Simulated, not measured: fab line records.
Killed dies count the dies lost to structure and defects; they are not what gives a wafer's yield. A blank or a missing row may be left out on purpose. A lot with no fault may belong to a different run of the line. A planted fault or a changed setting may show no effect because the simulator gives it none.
fab line records + flow nand-harc
record:
- lots: 6
- wafers: 18
- last-day: 32
route steps=1302 shown A_SOURCE_PLATE@414 A_ONON_D1@424 END@1302
lots that met no fault: taken from a fault-free run of the same line
start-h: start of the lot's first displayed wafer, in hours after the record's first day + wait-h: time in hours since the lot's previous step + " identical to the entry in the row above + L1.1+2: several wafers, shown together as one row + - no value, or no start was given + * or withheld: withheld + < > ~ a bound
route shown NAME@n: a module of which the file shows steps, and the number in the route of the first + usual: mean/standard deviation of fault-free wafers + same: alike in all rows + chamber/n: place in a boat + sites: per-site readings + _std_site: the values' standard deviation + _edge_site: mean of outer sites minus mean of inner sites + radius-mm: how far each site lies from the wafer's centre + mask NAME#n: copy n + behind: the tool/chamber that last shaped the wafer + hold: what put the lot on hold/how long, in hours/how the hold closed + device: which transistor (n, p or np) failed to switch + end of line: tests run on the same wafers once the route is complete + a step without rows: its recipe alone + killed: dies that structure and defects cost at the first sort, which is not the same as the wafer's yield + map: per-die view of a wafer (x killed, . not killed, _ where there is no die)
set.NAME: the run value of the setting; set.NAME@STEP: its run value at that earlier step + model.NAME: the simulator's own value behind a step, which no gauge read
lots at selected steps of the route; one table per step, one row per wafer
services: a tool's chamber out of use, with start hour (start-h, from the record's first day; less than 0 if before it), hours out, and reason
== steps ==
step: NHARC_A_SOURCE_PLATE_SRD_01
step: NHARC_A_SOURCE_PLATE_OXIDE_02
recipe:
- target-thk-a: 100
- temp-c: 900
- ox-time-s: 1362
- material: SiO2
step: NHARC_A_SOURCE_PLATE_THK_MEAS_09
recipe:
- thk-meas-gauge: ellipsometry
usual:
- thk-nm: 9.8/1.1
| lot.wafer | tool          | chamber | start-h | wait-h | thk-nm |
|-----------|---------------|---------|---------|--------|--------|
| L990.1    | film-metro-01 | -       | 145.28  | 0.4    | 11.5   |
| L990.3    | "             | -       | "       | "      | 8.4    |
| L990.6    | "             | -       | "       | "      | 10.7   |
| L991.1    | film-metro-01 | -       | 180.77  | 0.4    | 8.1    |
| L991.2    | "             | -       | "       | "      | 8.9    |
| L991.6    | "             | -       | "       | "      | 9.6    |
| L104.1    | film-metro-01 | -       | 284.94  | 0.4    | 11.8   |
| L104.2    | "             | -       | "       | "      | 6.8    |
| L104.5    | "             | -       | "       | "      | 9.7    |
| L105.2    | film-metro-01 | -       | 301.58  | 0.4    | 8.8    |
| L105.3    | "             | -       | "       | "      | 6.9    |
| L105.4    | "             | -       | "       | "      | 10.5   |
| L107.1    | film-metro-01 | -       | 320.96  | 0.4    | 10.1   |
| L107.5    | "             | -       | "       | "      | 10.4   |
| L107.6    | "             | -       | "       | "      | 7.5    |
| L109.1    | film-metro-02 | -       | 338.81  | 0.4    | 10.9   |
| L109.3    | "             | -       | "       | "      | 9.5    |
| L109.6    | "             | -       | "       | "      | 9.5    |
step: NHARC_A_SOURCE_PLATE_PVD_04
recipe:
- target-thk-a: 500
- material: WSi2
step: NHARC_A_SOURCE_PLATE_CVD_03
recipe:
- target-thk-a: 2000
- temp-c: 620
- pressure-mtorr: 200
- time-s: 4000
- material: poly-Si
step: NHARC_A_SOURCE_PLATE_ANNEAL_05
recipe:
- temp-c: 850
- time-s: 1800
step: NHARC_A_SOURCE_PLATE_THK_MEAS_06
recipe:
- thk-meas-gauge: ellipsometry
usual:
- thk-nm: 199.3/2.1
| lot.wafer | tool          | chamber | start-h | wait-h | thk-nm |
|-----------|---------------|---------|---------|--------|--------|
| L990.1    | film-metro-01 | -       | 158.38  | 0.4    | 197.4  |
| L990.3    | "             | -       | "       | "      | 198.1  |
| L990.6    | "             | -       | "       | "      | 199.3  |
| L991.1    | film-metro-01 | -       | 195.15  | 0.4    | 199.0  |
| L991.2    | "             | -       | "       | "      | 198.9  |
| L991.6    | "             | -       | "       | "      | 198.8  |
| L104.1    | film-metro-02 | -       | 297.90  | 0.4    | 199.4  |
| L104.2    | "             | -       | "       | "      | 195.8  |
| L104.5    | "             | -       | "       | "      | 197.8  |
| L105.2    | film-metro-01 | -       | 314.56  | 0.4    | 201.7  |
| L105.3    | "             | -       | "       | "      | 201.4  |
| L105.4    | "             | -       | "       | "      | 203.0  |
| L107.1    | film-metro-01 | -       | 333.80  | 0.4    | 198.5  |
| L107.5    | "             | -       | "       | "      | 197.0  |
| L107.6    | "             | -       | "       | "      | 198.2  |
| L109.1    | film-metro-01 | -       | 354.55  | 0.4    | 199.2  |
| L109.3    | "             | -       | "       | "      | 199.7  |
| L109.6    | "             | -       | "       | "      | 200.5  |
step: NHARC_A_SOURCE_PLATE_INSPECT_08
usual:
- raw-defect-count: 58/26
| lot.wafer | tool              | chamber | start-h | wait-h | raw-defect-count |
|-----------|-------------------|---------|---------|--------|------------------|
| L990.1    | defect-inspect-02 | -       | 158.44  | 0.0    | 36               |
| L990.3    | "                 | -       | "       | "      | 51               |
| L990.6    | "                 | -       | "       | "      | 29               |
| L991.1    | defect-inspect-01 | -       | 195.21  | 0.0    | 105              |
| L991.2    | "                 | -       | "       | "      | 43               |
| L991.6    | "                 | -       | "       | "      | 92               |
| L104.1    | defect-inspect-02 | -       | 297.96  | 0.0    | 55               |
| L104.2    | "                 | -       | "       | "      | 51               |
| L104.5    | "                 | -       | "       | "      | 52               |
| L105.2    | defect-inspect-01 | -       | 314.62  | 0.0    | 64               |
| L105.3    | "                 | -       | "       | "      | 55               |
| L105.4    | "                 | -       | "       | "      | 55               |
| L107.1    | defect-inspect-02 | -       | 333.86  | 0.0    | 34               |
| L107.5    | "                 | -       | "       | "      | 26               |
| L107.6    | "                 | -       | "       | "      | 30               |
| L109.1    | defect-inspect-02 | -       | 354.61  | 0.0    | 47               |
| L109.3    | "                 | -       | "       | "      | 44               |
| L109.6    | "                 | -       | "       | "      | 85               |
step: NHARC_A_ONON_D1_DEP_00
recipe:
- target-thk-a: 10000
- n2-flow-sccm: 2750
- n2o-flow-sccm: 2000
- nh3-flow-sccm: 500
- sih4-flow-sccm: 210
- temp-c: 400
step: NHARC_A_ONON_D1_THK_MEAS_02
recipe:
- thk-meas-gauge: ellipsometry
usual:
- thk-nm: 999/11
| lot.wafer | tool          | chamber | start-h | wait-h | thk-nm |
|-----------|---------------|---------|---------|--------|--------|
| L990.1    | film-metro-01 | -       | 159.02  | -      | 1001   |
| L990.3    | "             | -       | "       | "      | 998    |
| L990.6    | "             | -       | "       | "      | 997    |
| L991.1    | film-metro-02 | -       | 195.78  | -      | 1004   |
| L991.2    | "             | -       | "       | "      | 1004   |
| L991.6    | "             | -       | "       | "      | 1005   |
| L104.1    | film-metro-01 | -       | 298.54  | -      | 1005   |
| L104.2    | "             | -       | "       | "      | 1004   |
| L104.5    | "             | -       | "       | "      | 1001   |
| L105.2    | film-metro-01 | -       | 315.20  | -      | 980    |
| L105.3    | "             | -       | "       | "      | 982    |
| L105.4    | "             | -       | "       | "      | 982    |
| L107.1    | film-metro-02 | -       | 334.44  | -      | 998    |
| L107.5    | "             | -       | "       | "      | 997    |
| L107.6    | "             | -       | "       | "      | 997    |
| L109.1    | film-metro-01 | -       | 355.19  | -      | 1005   |
| L109.3    | "             | -       | "       | "      | 1003   |
| L109.6    | "             | -       | "       | "      | 1005   |
step: NHARC_A_ONON_D1_DEP_03
recipe:
- target-thk-a: 10000
- n2-flow-sccm: 2750
- n2o-flow-sccm: 2000
- nh3-flow-sccm: 500
- sih4-flow-sccm: 210
- temp-c: 400
usual:
- n2-flow-sccm: 2750/9.6
- n2o-flow-sccm: 1999/6.8
| lot.wafer | tool          | chamber | start-h | wait-h | n2-flow-sccm | n2o-flow-sccm |
|-----------|---------------|---------|---------|--------|--------------|---------------|
| L990.1    | pecvd-onon-01 | 0       | 159.07  | 0.1    | 2741         | 1991          |
| L990.3    | "             | 0       | "       | "      | 2744         | 2003          |
| L990.6    | "             | 0       | "       | "      | 2750         | 1994          |
| L991.1    | pecvd-onon-03 | 0       | 195.84  | 0.1    | 2743         | 1998          |
| L991.2    | "             | 0       | "       | "      | 2746         | 2007          |
| L991.6    | "             | 0       | "       | "      | 2761         | 2006          |
| L104.1    | pecvd-onon-03 | 0       | 298.59  | 0.1    | 2749         | 2003          |
| L104.2    | "             | 0       | "       | "      | 2758         | 1998          |
| L104.5    | "             | 0       | "       | "      | 2752         | 2011          |
| L105.2    | pecvd-onon-02 | 0       | 315.32  | 0.1    | 2750         | 1999          |
| L105.3    | "             | 0       | "       | "      | 2762         | 1996          |
| L105.4    | "             | 0       | "       | "      | 2756         | 1997          |
| L107.1    | pecvd-onon-03 | 0       | 334.50  | 0.1    | 2755         | 2002          |
| L107.5    | "             | 0       | "       | "      | 2756         | 2007          |
| L107.6    | "             | 0       | "       | "      | 2768         | 2006          |
| L109.1    | pecvd-onon-01 | 0       | 355.25  | 0.1    | 2750         | 2003          |
| L109.3    | "             | 0       | "       | "      | 2752         | 1995          |
| L109.6    | "             | 0       | "       | "      | 2742         | 1991          |
step: NHARC_A_ONON_D1_THK_MEAS_05
recipe:
- thk-meas-gauge: ellipsometry
usual:
- thk-nm: 1003/7.6
| lot.wafer | tool          | chamber | start-h | wait-h | thk-nm |
|-----------|---------------|---------|---------|--------|--------|
| L990.1    | film-metro-01 | -       | 159.58  | -      | 1005   |
| L990.3    | "             | -       | "       | "      | 1005   |
| L990.6    | "             | -       | "       | "      | 1002   |
| L991.1    | film-metro-02 | -       | 196.35  | -      | 1005   |
| L991.2    | "             | -       | "       | "      | 1007   |
| L991.6    | "             | -       | "       | "      | 1007   |
| L104.1    | film-metro-01 | -       | 299.10  | -      | 1682   |
| L104.2    | "             | -       | "       | "      | 1682   |
| L104.5    | "             | -       | "       | "      | 1682   |
| L105.2    | film-metro-02 | -       | 315.77  | -      | 1009   |
| L105.3    | "             | -       | "       | "      | 1009   |
| L105.4    | "             | -       | "       | "      | 1010   |
| L107.1    | film-metro-02 | -       | 335.01  | -      | 1675   |
| L107.5    | "             | -       | "       | "      | 1674   |
| L107.6    | "             | -       | "       | "      | 1674   |
| L109.1    | film-metro-01 | -       | 355.75  | -      | 1010   |
| L109.3    | "             | -       | "       | "      | 1011   |
| L109.6    | "             | -       | "       | "      | 1009   |
step: NHARC_A_ONON_D1_DEP_06
recipe:
- target-thk-a: 10000
- n2-flow-sccm: 2750
- n2o-flow-sccm: 2000
- nh3-flow-sccm: 500
- sih4-flow-sccm: 210
- temp-c: 400
step: NHARC_END_SORT_01
recipe:
- temp-c: 25
usual:
- killed-at-array: 62/18
- killed-at-other: 0.9/1.2
- killed-at-periphery: 4.2/2.9
- killed-dies: 67/17
- killed-open: 3.6/1.9
- killed-short: 2.5/1.6
same:
- gross-dies: 677
| lot.wafer | tool      | chamber | start-h | wait-h | killed-at-array | killed-at-other | killed-at-periphery | killed-dies | killed-open | killed-short |
|-----------|-----------|---------|---------|--------|-----------------|-----------------|---------------------|-------------|-------------|--------------|
| L104.1    | prober-01 | 0       | 682.44  | 2.4    | 675             | 0               | 2                   | 677         | 0           | 3            |
| L104.2    | prober-01 | 0       | 683.24  | 2.8    | 673             | 0               | 4                   | 677         | 2           | 1            |
| L104.5    | prober-01 | 0       | 685.64  | 3.7    | 676             | 0               | 1                   | 677         | 2           | 3            |
| L107.1    | prober-02 | 0       | 753.92  | 2.5    | 668             | 1               | 8                   | 677         | 5           | 0            |
| L107.5    | prober-02 | 0       | 757.15  | 3.7    | 668             | 1               | 8                   | 677         | 3           | 3            |
| L107.6    | prober-02 | 0       | 757.96  | 4.0    | 662             | 2               | 13                  | 677         | 2           | 5            |
killed by level:class
L104.1 A_ONON_D1:area-dep=641 A_CHANNEL_HOLE_D1:chamber-film-flake=15 A_CONTACT:chamber-film-flake=6 A_SLIT:chamber-film-flake=4 A_STAIRCASE:chamber-film-flake=3 A_ONON_D1:geometric-particle:short=1 A_ONON_D2:geometric-particle:short=1 A_CHANNEL_FILL_D2:geometric-particle:short=1
L104.2 A_ONON_D1:area-dep=647 A_CHANNEL_HOLE_D1:chamber-film-flake=10 A_SLIT:chamber-film-flake=4 A_WL_FILL:chamber-film-flake=3 P_ZERO_WELL:chamber-film-flake=2 A_CHANNEL_FILL_D1:chamber-film-flake=2 A_STAIRCASE:chamber-film-flake=2 P_M0:geometric-particle:open=1
L104.5 A_ONON_D1:area-dep=653 A_CHANNEL_HOLE_D1:chamber-film-flake=8 A_SLIT:chamber-film-flake=5 A_WL_FILL:chamber-film-flake=4 A_ONON_D1:geometric-particle:open=2 A_ONON_D2:geometric-particle:short=1 A_CHANNEL_HOLE_D2:geometric-particle:short=1 A_M0:geometric-particle:short=1
L107.1 A_ONON_D1:area-dep=631 A_CHANNEL_HOLE_D1:chamber-film-flake=16 A_SLIT:chamber-film-flake=6 A_STAIRCASE:chamber-film-flake=5 P_STI:chamber-film-flake=3 A_CHANNEL_HOLE_D2:chamber-film-flake=3 A_CHANNEL_FILL_D2:geometric-particle:open=2 P_CONTACT:chamber-film-flake=2
L107.5 A_ONON_D1:area-dep=627 A_CHANNEL_HOLE_D1:chamber-film-flake=20 A_SLIT:chamber-film-flake=8 P_GATE:chamber-film-flake=3 A_STAIRCASE:chamber-film-flake=3 A_CONTACT:chamber-film-flake=3 P_ZERO_WELL:chamber-film-flake=2 A_CHANNEL_HOLE_D2:chamber-film-flake=2
L107.6 A_ONON_D1:area-dep=633 A_CHANNEL_HOLE_D1:chamber-film-flake=11 A_SLIT:chamber-film-flake=9 P_ZERO_WELL:chamber-film-flake=4 P_GATE:chamber-film-flake=3 P_CONTACT:chamber-film-flake=2 A_CHANNEL_FILL_D1:chamber-film-flake=2 A_CHANNEL_HOLE_D2:chamber-film-flake=2
map L104.1 (x killed, . not)
____________x____________
_________xxxxxxx_________
_______xxxxxxxxxxx_______
______xxxxxxxxxxxxx______
_____xxxxxxxxxxxxxxx_____
____xxxxxxxxxxxxxxxxx____
____xxxxxxxxxxxxxxxxx____
___xxxxxxxxxxxxxxxxxxx___
___xxxxxxxxxxxxxxxxxxx___
__xxxxxxxxxxxxxxxxxxxxx__
__xxxxxxxxxxxxxxxxxxxxx__
_xxxxxxxxxxxxxxxxxxxxxxx_
_xxxxxxxxxxxxxxxxxxxxxxx_
_xxxxxxxxxxxxxxxxxxxxxxx_
_xxxxxxxxxxxxxxxxxxxxxxx_
_xxxxxxxxxxxxxxxxxxxxxxx_
xxxxxxxxxxxxxxxxxxxxxxxxx
xxxxxxxxxxxxxxxxxxxxxxxxx
xxxxxxxxxxxxxxxxxxxxxxxxx
xxxxxxxxxxxxxxxxxxxxxxxxx
xxxxxxxxxxxxxxxxxxxxxxxxx
_xxxxxxxxxxxxxxxxxxxxxxx_
_xxxxxxxxxxxxxxxxxxxxxxx_
_xxxxxxxxxxxxxxxxxxxxxxx_
_xxxxxxxxxxxxxxxxxxxxxxx_
_xxxxxxxxxxxxxxxxxxxxxxx_
__xxxxxxxxxxxxxxxxxxxxx__
__xxxxxxxxxxxxxxxxxxxxx__
___xxxxxxxxxxxxxxxxxxx___
___xxxxxxxxxxxxxxxxxxx___
____xxxxxxxxxxxxxxxxx____
____xxxxxxxxxxxxxxxxx____
_____xxxxxxxxxxxxxxx_____
______xxxxxxxxxxxxx______
_______xxxxxxxxxxx_______
_________xxxxxxx_________
____________x____________
map L107.1 (x killed, . not)
____________x____________
_________xxxxxxx_________
_______xxxxxxxxxxx_______
______xxxxxxxxxxxxx______
_____xxxxxxxxxxxxxxx_____
____xxxxxxxxxxxxxxxxx____
____xxxxxxxxxxxxxxxxx____
___xxxxxxxxxxxxxxxxxxx___
___xxxxxxxxxxxxxxxxxxx___
__xxxxxxxxxxxxxxxxxxxxx__
__xxxxxxxxxxxxxxxxxxxxx__
_xxxxxxxxxxxxxxxxxxxxxxx_
_xxxxxxxxxxxxxxxxxxxxxxx_
_xxxxxxxxxxxxxxxxxxxxxxx_
_xxxxxxxxxxxxxxxxxxxxxxx_
_xxxxxxxxxxxxxxxxxxxxxxx_
xxxxxxxxxxxxxxxxxxxxxxxxx
xxxxxxxxxxxxxxxxxxxxxxxxx
xxxxxxxxxxxxxxxxxxxxxxxxx
xxxxxxxxxxxxxxxxxxxxxxxxx
xxxxxxxxxxxxxxxxxxxxxxxxx
_xxxxxxxxxxxxxxxxxxxxxxx_
_xxxxxxxxxxxxxxxxxxxxxxx_
_xxxxxxxxxxxxxxxxxxxxxxx_
_xxxxxxxxxxxxxxxxxxxxxxx_
_xxxxxxxxxxxxxxxxxxxxxxx_
__xxxxxxxxxxxxxxxxxxxxx__
__xxxxxxxxxxxxxxxxxxxxx__
___xxxxxxxxxxxxxxxxxxx___
___xxxxxxxxxxxxxxxxxxx___
____xxxxxxxxxxxxxxxxx____
____xxxxxxxxxxxxxxxxx____
_____xxxxxxxxxxxxxxx_____
______xxxxxxxxxxxxx______
_______xxxxxxxxxxx_______
_________xxxxxxx_________
____________x____________
== services ==
| tool          | chamber | start-h | hours | kind |
|---------------|---------|---------|-------|------|
| pecvd-onon-02 | -       | 161.00  | 13.0  | pm   |
| pecvd-onon-03 | -       | 203.00  | 13.0  | pm   |
| pecvd-onon-01 | -       | 245.00  | 13.0  | pm   |
| pecvd-onon-02 | -       | 342.00  | 13.0  | pm   |
== key ==
first-sign:
- step: NHARC_A_ONON_D1_THK_MEAS_05
- reading: thk-nm
- direction: up
- sigmas: 88
- usual: 1003
- struck: 1678
effect:
- step: NHARC_END_SORT_01
- reading: killed-dies
- direction: up
- sigmas: 35
- usual: 67
- struck: 677
more-kills-born-at:
- NHARC_A_ONON_D1_DEP_03@pecvd-onon-03: 3832
met-at NHARC_A_ONON_D1_DEP_03
struck-wafers L104.1,L104.2,L104.5,L107.1,L107.5,L107.6
later-rows-left-out L104.1,L104.2,L104.5,L107.1,L107.5,L107.6
tester-left-out L104,L107
onset-between 195.84 298.59
fault:
- kind: process-parameter-drift
- tool: pecvd-onon-03
- chamber: 0
- onset-h: 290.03
- steps: NHARC_A_ONON_D1_DEP_03
- channel: target-thk-a
- offset: *
- shape: step
- end-h: 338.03
- acts-in: *
- stated: *
tester-left-out: of these lots the tester's yield and bins aren't shown, on N5 and GAA mostly nor the transistor test; their killed dies are dies lost to structure and defects alone, not to doping, threshold or leakage, so they don't give the yield
later-rows-left-out: the simulator's readings of these wafers behind a module that went badly wrong aren't trusted and aren't shown, but for the sort
